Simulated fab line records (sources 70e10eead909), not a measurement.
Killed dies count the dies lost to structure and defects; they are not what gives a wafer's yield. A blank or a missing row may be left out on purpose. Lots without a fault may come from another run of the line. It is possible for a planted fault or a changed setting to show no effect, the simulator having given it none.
What tool caused it?	flow nand-harc	24 lots, 72 wafers sampled, at 6 steps of a route of 1302

WHAT THE GAUGES SHOWED, per wafer
The record holds no reading of a measuring or inspecting step that can be judged against a usual standard deviation.

TOOL THAT RAN EACH LOT (tool first, then ch and the chambers of the sampled wafers, then the start)
lot	NHARC_A_STAIRCASE_ETCH_313	NHARC_A_STAIRCASE_ETCH_444	NHARC_A_STAIRCASE_CMP_450	NHARC_A_SGD_CUT_ETCH_58	NHARC_A_SGD_CUT_STRIP_28	NHARC_A_SLIT_DEP_23
L074	rie-diel-12 ch 0,1,3, day 16 23:01	rie-diel-05 ch 0,2,3, day 18 20:52	cmp-03 ch 0,1,3, day 19 02:03	rie-diel-03 ch 1,2,3, day 19 04:45	rie-diel-03 ch 0,1, day 19 21:01 or earlier	pecvd-02 ch 0,2, day 19 21:01
L077	rie-diel-06 ch 0,1,2, day 17 22:34	rie-diel-05 ch 0,3, day 19 18:32	cmp-02 ch 2,3, day 19 23:46	rie-diel-13 ch 0,1,3, day 20 02:29	rie-diel-10 ch 1,2,3, day 20 16:49 or earlier	pecvd-02 ch 0,2, day 20 16:49
L076	rie-diel-06 ch 0,1,3, day 17 23:31	rie-diel-06 ch 0,2,3, day 19 19:06	cmp-01 ch 0,1,3, day 20 00:20	rie-diel-10 ch 0,2,3, day 20 03:10	rie-diel-13 ch 0,1,2, day 20 13:05 or earlier	pecvd-02 ch 0,1,2, day 20 13:05
L075	rie-diel-12 ch 1,2,3, day 18 00:19	rie-diel-06 ch 0,3, day 20 01:53	cmp-01 ch 0,2, day 20 07:04	rie-diel-13 ch 2,3, day 20 10:31	rie-diel-03 ch 0,1,3, day 20 21:22 or earlier	pecvd-02 ch 1,2, day 20 21:22
L078	rie-diel-12 ch 1,2, day 18 11:16	rie-diel-12 ch 1,3, day 20 02:32	cmp-03 ch 1,2,3, day 20 07:18	rie-diel-10 ch 1,3, day 20 10:22	rie-diel-13 ch 0,1, day 20 22:26 or earlier	pecvd-02 ch 0,2, day 20 22:26
L079	rie-diel-06 ch 2,3, day 18 15:25	rie-diel-05 ch 1,2,3, day 20 03:19	cmp-03 ch 0,3, day 20 07:34	rie-diel-13 ch 1,2,3, day 20 10:49	rie-diel-10 ch 0,1,3, day 20 22:31 or earlier	pecvd-04 ch 0,2, day 20 22:31
L080	rie-diel-06 ch 1,2,3, day 19 08:40	rie-diel-12 ch 0,1, day 21 03:35	cmp-01 ch 0,1,2, day 21 08:48	rie-diel-13 ch 0,2, day 21 11:40	rie-diel-03 ch 0,1,2, day 22 01:54 or earlier	pecvd-04 ch 0,2, day 22 01:54
L081	rie-diel-06 ch 1,2,3, day 20 04:49	rie-diel-12 ch 1,3, day 22 06:35	cmp-02 ch 1,2, day 22 11:48	rie-diel-10 ch 0,1,3, day 22 14:58	rie-diel-10 ch 0,2, day 23 03:25 or earlier	pecvd-04 ch 0,2, day 23 03:25
L082	rie-diel-06 ch 0,1,3, day 20 04:51	rie-diel-05 ch 0,3, day 22 06:38	cmp-02 ch 1,2,3, day 22 12:48	rie-diel-03 ch 0,2,3, day 22 15:40	rie-diel-03 ch 0,1,3, day 23 01:46 or earlier	pecvd-02 ch 0,1,2, day 23 01:46
L083	rie-diel-05 ch 0,2,3, day 21 10:37	rie-diel-12 ch 0,1,3, day 23 09:39	cmp-02 ch 0,1,3, day 23 14:52	rie-diel-03 ch 0,1,3, day 23 17:47	rie-diel-10 ch 0,1,2, day 24 10:01 or earlier	pecvd-02 ch 1,2, day 24 10:01
L085	rie-diel-05 ch 1,2,3, day 21 13:13	rie-diel-05 ch 1,2, day 23 09:41	cmp-01 ch 2,3, day 23 14:53	rie-diel-13 ch 0,1,3, day 23 18:09	rie-diel-03 ch 0,3, day 24 06:35 or earlier	pecvd-04 ch 0,1, day 24 06:35
L084	rie-diel-06 ch 2,3, day 21 15:38	rie-diel-06 ch 0,2, day 23 09:19	cmp-03 ch 0,1,2, day 23 14:32	rie-diel-10 ch 0,1,3, day 23 17:19	rie-diel-13 ch 0,2, day 24 06:19 or earlier	pecvd-02 ch 0,1,2, day 24 06:19
L087	rie-diel-05 ch 0,3, day 22 00:20	rie-diel-06 ch 0,2, day 23 22:37	cmp-01 ch 2,3, day 24 03:20	rie-diel-13 ch 0,2,3, day 24 06:12	rie-diel-10 ch 0,3, day 24 21:49 or earlier	pecvd-04 ch 0,1,2, day 24 21:49
L086	rie-diel-06 ch 0,1, day 22 04:45	rie-diel-05 ch 0,1,2, day 23 23:17	cmp-01 ch 1,2, day 24 03:31	rie-diel-03 ch 0,3, day 24 06:23	rie-diel-13 ch 0,3, day 24 20:41 or earlier	pecvd-04 ch 0,1,2, day 24 20:41
L088	rie-diel-12 ch 0,3, day 22 11:28	rie-diel-12 ch 1,3, day 24 07:59	cmp-01 ch 1,2,3, day 24 12:44	rie-diel-03 ch 2,3, day 24 15:26	rie-diel-03 ch 2,3, day 25 02:14 or earlier	pecvd-04 ch 0,1,2, day 25 02:14
L089	rie-diel-06 ch 0,1,3, day 22 16:34	rie-diel-05 ch 2,3, day 24 08:13	cmp-03 ch 0,1, day 24 12:55	rie-diel-10 ch 0,3, day 24 15:48	rie-diel-10 ch 1,2, day 25 02:54 or earlier	pecvd-01 ch 0,2, day 25 02:54
L091	rie-diel-05 ch 0,1, day 23 19:24	rie-diel-06 ch 2,3, day 25 20:04	cmp-03 ch 2,3, day 26 00:49	rie-diel-03 ch 1,2,3, day 26 03:40	rie-diel-13 ch 0,3, day 26 20:06 or earlier	pecvd-02 ch 0,1,2, day 26 20:06
L090	rie-diel-06 ch 1,2,3, day 23 20:00	rie-diel-06 ch 0,1,2, day 25 15:56	cmp-03 ch 0,1,3, day 25 21:25	rie-diel-03 ch 0,1,2, day 26 00:15	rie-diel-10 ch 0,1,3, day 26 16:22 or earlier	pecvd-02 ch 0,2, day 26 16:22
L092	rie-diel-12 ch 1,2,3, day 23 23:56	rie-diel-12 ch 1,2, day 25 20:04	cmp-01 ch 0,1,3, day 26 01:17	rie-diel-03 ch 1,2,3, day 26 04:12	rie-diel-10 ch 0,2,3, day 26 20:05 or earlier	pecvd-01 ch 0,1,2, day 26 20:05
L093	rie-diel-05 ch 2,3, day 25 05:02	rie-diel-05 ch 1,3, day 27 00:11	cmp-01 ch 1,2, day 27 05:42	rie-diel-03 ch 0,1,2, day 27 10:23	rie-diel-13 ch 0,1, day 27 21:51 or earlier	pecvd-02 ch 0,1,2, day 27 21:51
L094	rie-diel-06 ch 0,1, day 25 05:46	rie-diel-06 ch 0,1,2, day 27 00:56	cmp-02 ch 0,1, day 27 05:37	rie-diel-10 ch 0,2, day 27 10:20	rie-diel-10 ch 0,1, day 27 22:04 or earlier	pecvd-01 ch 0,1,2, day 27 22:04
L095	rie-diel-06 ch 0,1,2, day 25 12:46	rie-diel-05 ch 0,1, day 27 06:06	cmp-02 ch 0,2,3, day 27 10:52	rie-diel-13 ch 1,2,3, day 27 13:42	rie-diel-13 ch 0,2,3, day 28 01:40 or earlier	pecvd-02 ch 0,1, day 28 01:40
L096	rie-diel-12 ch 0,1,2, day 25 13:48	rie-diel-06 ch 1,2,3, day 27 05:51	cmp-01 ch 1,2, day 27 10:07	rie-diel-10 ch 0,3, day 27 12:58	rie-diel-10 ch 2,3, day 27 22:04 or earlier	pecvd-02 ch 0,1,2, day 27 22:04
L097	rie-diel-06 ch 1,2,3, day 26 15:36	rie-diel-06 ch 1,2, day 28 05:30	cmp-01 ch 0,2, day 28 10:42	rie-diel-10 ch 0,2,3, day 28 13:34	rie-diel-10 ch 0,1,3, day 29 09:22 or earlier	pecvd-04 ch 1,2, day 29 09:22
- NHARC_A_STAIRCASE_ETCH_313: etches the open film in CF4/CHF3.
- NHARC_A_STAIRCASE_ETCH_444: etches the open film in C4F8/O2, target depth 20400 nm, time 6800 s.
- NHARC_A_STAIRCASE_CMP_450: polishes SiO2, target thk 200 nm.
- NHARC_A_SGD_CUT_ETCH_58: etches the open film in CF4, target depth 39 nm, time 65 s.
- NHARC_A_SGD_CUT_STRIP_28: strips in O2, time 20 s.
- NHARC_A_SLIT_DEP_23: deposits SiON, target thk 100 nm.

WHAT THE TOOLS THEMSELVES READ (means of the sampled wafers that have a number; where no wafer has one, the mark that the record gives instead)
NHARC_A_STAIRCASE_ETCH_313.
lot	tool	drypump-motor-current-A (A)	oes-product-au (a.u.)	rf-vpp-V (V)	showerhead-plenum-p-Torr (Torr)	throttle-valve-pct (%)
L074	rie-diel-12	5.7	0.929	371.0	1.58	16.804
L077	rie-diel-06	5.7	0.924	370.7	1.58	16.793
L076	rie-diel-06	5.7	0.938	370.7	1.56	16.797
L075	rie-diel-12	5.6	0.934	370.9	1.60	16.813
L078	rie-diel-12	6.0	0.932	370.6	1.59	16.808
L079	rie-diel-06	5.2	0.930	371.3	1.57	16.806
L080	rie-diel-06	5.4	0.927	370.9	1.57	16.810
L081	rie-diel-06	5.5	0.930	370.1	1.57	16.816
L082	rie-diel-06	5.7	0.939	370.0	1.56	16.793
L083	rie-diel-05	5.6	0.932	371.0	1.58	16.800
L085	rie-diel-05	5.8	0.930	372.7	1.63	16.814
L084	rie-diel-06	5.3	0.958	370.9	1.59	16.800
L087	rie-diel-05	5.5	0.927	368.9	1.54	16.806
L086	rie-diel-06	5.9	0.938	369.7	1.55	16.802
L088	rie-diel-12	5.4	0.917	371.2	1.58	16.804
L089	rie-diel-06	5.7	0.933	370.1	1.56	16.807
L091	rie-diel-05	5.8	0.932	370.9	1.56	16.802
L090	rie-diel-06	5.4	0.938	370.3	1.56	16.806
L092	rie-diel-12	5.6	0.930	371.7	1.58	16.800
L093	rie-diel-05	5.6	0.945	372.5	1.63	16.805
L094	rie-diel-06	6.0	0.939	370.2	1.56	16.803
L095	rie-diel-06	5.8	0.965	369.6	1.56	16.800
L096	rie-diel-12	5.9	0.933	370.5	1.57	16.799
L097	rie-diel-06	5.5	0.921	369.8	1.56	16.802

NHARC_A_STAIRCASE_ETCH_444.
lot	tool	oes-product-au (a.u.)	rf-vpp-V (V)
L074	rie-diel-05	0.979	809
L077	rie-diel-05	0.978	805
L076	rie-diel-06	0.925	807
L075	rie-diel-06	0.931	808
L078	rie-diel-12	0.962	808
L079	rie-diel-05	0.946	811
L080	rie-diel-12	0.965	807
L081	rie-diel-12	0.958	808
L082	rie-diel-05	0.927	804
L083	rie-diel-12	0.935	806
L085	rie-diel-05	0.930	813
L084	rie-diel-06	0.940	808
L087	rie-diel-06	0.966	807
L086	rie-diel-05	0.932	809
L088	rie-diel-12	0.940	807
L089	rie-diel-05	0.940	807
L091	rie-diel-06	0.917	808
L090	rie-diel-06	0.929	806
L092	rie-diel-12	0.936	806
L093	rie-diel-05	0.934	807
L094	rie-diel-06	0.927	806
L095	rie-diel-05	0.937	809
L096	rie-diel-06	0.926	805
L097	rie-diel-06	0.923	806

NHARC_A_STAIRCASE_CMP_450.
lot	tool	motor-current-A (A)	pad-life-wafers
L074	cmp-03	11.6	320
L077	cmp-02	12.8	72
L076	cmp-01	12.7	248
L075	cmp-01	11.4	284
L078	cmp-03	11.6	13
L079	cmp-03	12.6	26
L080	cmp-01	12.4	14
L081	cmp-02	12.1	338
L082	cmp-02	12.1	350
L083	cmp-02	12.2	38
L085	cmp-01	11.8	211
L084	cmp-03	12.2	326
L087	cmp-01	11.3	284
L086	cmp-01	12.2	294
L088	cmp-01	12.1	338
L089	cmp-03	11.9	18
L091	cmp-03	11.9	164
L090	cmp-03	11.6	140
L092	cmp-01	12.3	74
L093	cmp-01	11.8	168
L094	cmp-02	12.0	2
L095	cmp-02	12.1	33
L096	cmp-01	11.5	200
L097	cmp-01	11.8	307

NHARC_A_SGD_CUT_ETCH_58.
lot	tool	drypump-motor-current-A (A)	oes-product-au (a.u.)	rf-vpp-V (V)	showerhead-plenum-p-Torr (Torr)	throttle-valve-pct (%)
L074	rie-diel-03	5.6	1.009	152.0	1.81	13.283
L077	rie-diel-13	5.8	1.003	151.0	1.77	13.287
L076	rie-diel-10	5.1	0.982	150.7	1.74	13.281
L075	rie-diel-13	5.6	1.002	151.2	1.80	13.276
L078	rie-diel-10	5.4	0.982	150.5	1.78	13.287
L079	rie-diel-13	6.0	1.001	151.5	1.77	13.292
L080	rie-diel-13	5.8	1.027	149.8	1.73	13.282
L081	rie-diel-10	5.2	0.984	150.3	1.73	13.280
L082	rie-diel-03	5.7	1.000	151.9	1.80	13.290
L083	rie-diel-03	5.5	1.010	151.7	1.79	13.281
L085	rie-diel-13	5.8	0.998	152.1	1.77	13.291
L084	rie-diel-10	5.2	0.991	150.9	1.72	13.281
L087	rie-diel-13	5.7	0.999	151.6	1.76	13.286
L086	rie-diel-03	5.6	0.993	150.4	1.78	13.290
L088	rie-diel-03	5.9	1.016	151.1	1.81	13.283
L089	rie-diel-10	5.2	0.975	150.8	1.75	13.289
L091	rie-diel-03	5.6	1.002	151.7	1.80	13.287
L090	rie-diel-03	5.7	1.004	152.0	1.78	13.285
L092	rie-diel-03	5.6	1.001	151.6	1.80	13.284
L093	rie-diel-03	5.7	1.004	151.3	1.78	13.285
L094	rie-diel-10	4.9	0.983	150.5	1.69	13.286
L095	rie-diel-13	6.0	1.008	150.9	1.76	13.284
L096	rie-diel-10	5.1	0.974	149.8	1.71	13.286
L097	rie-diel-10	5.1	0.989	151.3	1.73	13.284

NHARC_A_SGD_CUT_STRIP_28.
lot	tool	drypump-motor-current-A (A)	oes-product-au (a.u.)	rf-vpp-V (V)	showerhead-plenum-p-Torr (Torr)	throttle-valve-pct (%)
L074	rie-diel-03	5.5	1.002	58.0	3.52	17.036
L077	rie-diel-10	5.2	0.997	57.6	3.49	17.041
L076	rie-diel-13	6.1	1.008	59.0	3.46	17.039
L075	rie-diel-03	5.5	0.999	57.9	3.57	17.042
L078	rie-diel-13	5.8	1.008	58.2	3.46	17.032
L079	rie-diel-10	5.2	0.981	56.8	3.44	17.035
L080	rie-diel-03	5.6	1.003	58.3	3.55	17.036
L081	rie-diel-10	4.9	0.997	57.3	3.36	17.032
L082	rie-diel-03	5.5	1.011	58.6	3.57	17.036
L083	rie-diel-10	5.1	1.001	57.2	3.39	17.037
L085	rie-diel-03	5.6	1.003	57.9	3.55	17.035
L084	rie-diel-13	5.7	1.008	58.0	3.45	17.033
L087	rie-diel-10	5.2	0.980	58.2	3.50	17.024
L086	rie-diel-13	5.4	0.997	58.2	3.58	17.050
L088	rie-diel-03	5.9	1.011	58.4	3.61	17.045
L089	rie-diel-10	5.1	1.009	57.9	3.45	17.039
L091	rie-diel-13	5.5	1.005	57.6	3.51	17.040
L090	rie-diel-10	5.2	0.987	57.3	3.44	17.037
L092	rie-diel-10	5.1	0.985	58.4	3.46	17.037
L093	rie-diel-13	6.2	1.005	57.3	3.46	17.041
L094	rie-diel-10	5.0	0.994	57.1	3.34	17.032
L095	rie-diel-13	5.7	1.004	58.2	3.51	17.045
L096	rie-diel-10	5.3	0.991	57.9	3.56	17.030
L097	rie-diel-10	5.2	0.991	56.7	3.44	17.036

NHARC_A_SLIT_DEP_23.
lot	tool	heater-power-w (W)
L074	pecvd-02	849
L077	pecvd-02	884
L076	pecvd-02	831
L075	pecvd-02	873
L078	pecvd-02	779
L079	pecvd-04	804
L080	pecvd-04	833
L081	pecvd-04	841
L082	pecvd-02	837
L083	pecvd-02	790
L085	pecvd-04	868
L084	pecvd-02	878
L087	pecvd-04	822
L086	pecvd-04	811
L088	pecvd-04	874
L089	pecvd-01	822
L091	pecvd-02	850
L090	pecvd-02	810
L092	pecvd-01	792
L093	pecvd-02	837
L094	pecvd-01	810
L095	pecvd-02	820
L096	pecvd-02	835
L097	pecvd-04	850

THE ANSWER, worked out from the rows above alone
Rule: the lots themselves supply what counts as usual. The widest of any qualifying gaps counts: lots, ordered by their means at a reading, are off when they make up no more than a third of the lots, leave a main group of 4 or more, and stand apart from it by 3 or more times the standard deviation of that group's means. Not used: any main group whose means are identical at the precision the tables above print for the reading. Also off: a lot with no number at a reading for which 4 or more lots have one. All remaining lots with rows at the step are treated as sound. After the gauges, taken in route order, come the tools' own readings; for these a lot's mean is taken, as printed above. The first step at which some lot is off is used, and at that step the reading that is off furthest; a lot without a number counts as furthest.
No lot is off at any reading shown: from this, nothing can be told.

WHAT HAD BEEN PUT IN BY THE SIMULATOR
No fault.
